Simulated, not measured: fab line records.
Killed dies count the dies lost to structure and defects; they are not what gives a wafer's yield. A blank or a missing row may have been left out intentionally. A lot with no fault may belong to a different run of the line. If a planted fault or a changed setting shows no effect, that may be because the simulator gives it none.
Split-lot study | flow n5 finfet | on a route of 1938 steps: 7 lots, 21 wafers read

== THE SPLIT ITSELF ==
At N5_BEOL_M8_ETCH_62 (etches SOC in N2/H2, target depth 110 nm, overetch 22 nm, time 165 s), the setting time s was moved away from the recipe's 165 s on 7 of the 21 wafers read, by -13.2% to +19.1%. The other wafers ran this setting at the recipe's value.

Reading taken at the split's own step.

== THE READING ==
SiARC_of_BEOL_M8_COAT_60.thk nm (the simulator's own value, which no gauge read), in nm, at N5_BEOL_M8_ETCH_62 (etches SOC in N2/H2, target depth 110 nm, overetch 22 nm, time 165 s). The file does not state a usual value for it. Here, 14 wafers ran the recipe; their average is 28.3 nm with a standard deviation of 0.3 nm.

wafer  | tool, chamber at the split | time s as run, s | against the recipe | SiARC_of_BEOL_M8_COAT_60.thk nm, nm | against lot-mates on the recipe
L080.2 | rie diel-02, 2,3           | 165              | recipe             | 28.6                                | -
L080.4 | rie diel-02, 2,3           | 165              | recipe             | 28.6                                | -
L080.3 | rie diel-02, 1             | 193              | +17.0%             | 26.6                                | -2.0
L085.3 | rie diel-02, 0             | 165              | recipe             | 28.2                                | -
L085.5 | rie diel-02, 1             | 143.3            | -13.2%             | 28.8                                | +0.5
L085.6 | rie diel-02, 2             | 165              | recipe             | 28.4                                | -
L088.2 | rie diel-02, 2             | 196.5            | +19.1%             | 27.2                                | -1.0
L088.3 | rie diel-02, 0             | 165              | recipe             | 28.2                                | -
L088.5 | rie diel-02, 1             | 196.5            | +19.1%             | 26.6                                | -1.6
L089.3 | rie diel-03, 3             | 165              | recipe             | 28                                  | -
L089.4 | rie diel-03, 2             | 190.7            | +15.6%             | 27.2                                | -0.9
L089.6 | rie diel-03, 0             | 165              | recipe             | 28.2                                | -
L091.2 | rie diel-01, 1             | 165              | recipe             | 27.8                                | -
L091.5 | rie diel-01, 0             | 165              | recipe             | 28                                  | -
L091.6 | rie diel-01, 3             | 165              | recipe             | 28.2                                | -
L090.1 | rie diel-02, 1             | 165              | recipe             | 27.8                                | -
L090.4 | rie diel-02, 3             | 165              | recipe             | 28.6                                | -
L090.5 | rie diel-02, 0             | 165              | recipe             | 28.4                                | -
L095.1 | rie diel-02, 1             | 192.4            | +16.6%             | 27                                  | -1.8
L095.2 | rie diel-02, 2             | 192.4            | +16.6%             | 27.6                                | -1.2
L095.4 | rie diel-02, 3             | 165              | recipe             | 28.8                                | -
Where a row lists several chambers, the file gives one row for several wafers and doesn't say which wafer went through which chamber.

FIT RESULTS
A straight line over all 21 wafers: SiARC_of_BEOL_M8_COAT_60.thk nm changes by -0.0671 nm for each +1% of time s; r = -0.88; the points scatter about the line by 0.33 nm.
The same after taking each lot's own level away (the mean of its wafers on the recipe; 21 wafers): -0.075 nm for each +1%; r = -0.91; scatter 0.3 nm.
According to that fit, moving time s by its largest amount changes the reading by 1.4 nm.
From 28.00 to 28.80 nm: that is the span of the lots' own levels, equal to 2.7 times the standard deviation above.
In other words, the slope is changed by the lot-to-lot level; the two fits disagree.
Check: for one of the wafers moved furthest among these (+19.1%), held out of the fit, the line's prediction against its lot-mates is -1.6 nm. Against them it came out at -1 nm.

== FURTHER SPLITS ON THESE WAFERS ==
These wafers also went through other splits before the reading. Each is held against what the fit with the lots' levels taken away leaves over:
other split on the same wafers | wafers away from the commonest value | r with SiARC_of_BEOL_M8_COAT_60.thk nm (lot level and that fit taken away)
N5_BEOL_M7_EXPOSE_08 dose mj   | 8                                    | -0.05

== THE WHOLE CHAIN: every reading that the file lists as answering this split, in the file's order ==
step                  | what it does                                                         | reading                                                                          | change (the file's fit)                                                              | r (the file's)
N5_BEOL_M8_ETCH_62    | etches SOC in N2/H2, target depth 110 nm, overetch 22 nm, time 165 s | SiARC_of_BEOL_M8_COAT_60.thk nm (the simulator's own value, which no gauge read) | -0.0776 nm for each +1% of the setting                                               | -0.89
N5_BEOL_M8_HM_OPEN_17 | chemistry Cl2/BCl3, target TiN, target depth 20 nm, overetch 6 nm    | etch.depth nm (the simulator's own value, which no gauge read)                   | not straight: 20.12 at the lowest setting, 19.91 at the recipe, 16.91 at the highest | not given

== FILE'S OWN FIT ==
SiARC_of_BEOL_M8_COAT_60.thk nm changes by -0.0776 nm for each +1% of time s, r = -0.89.
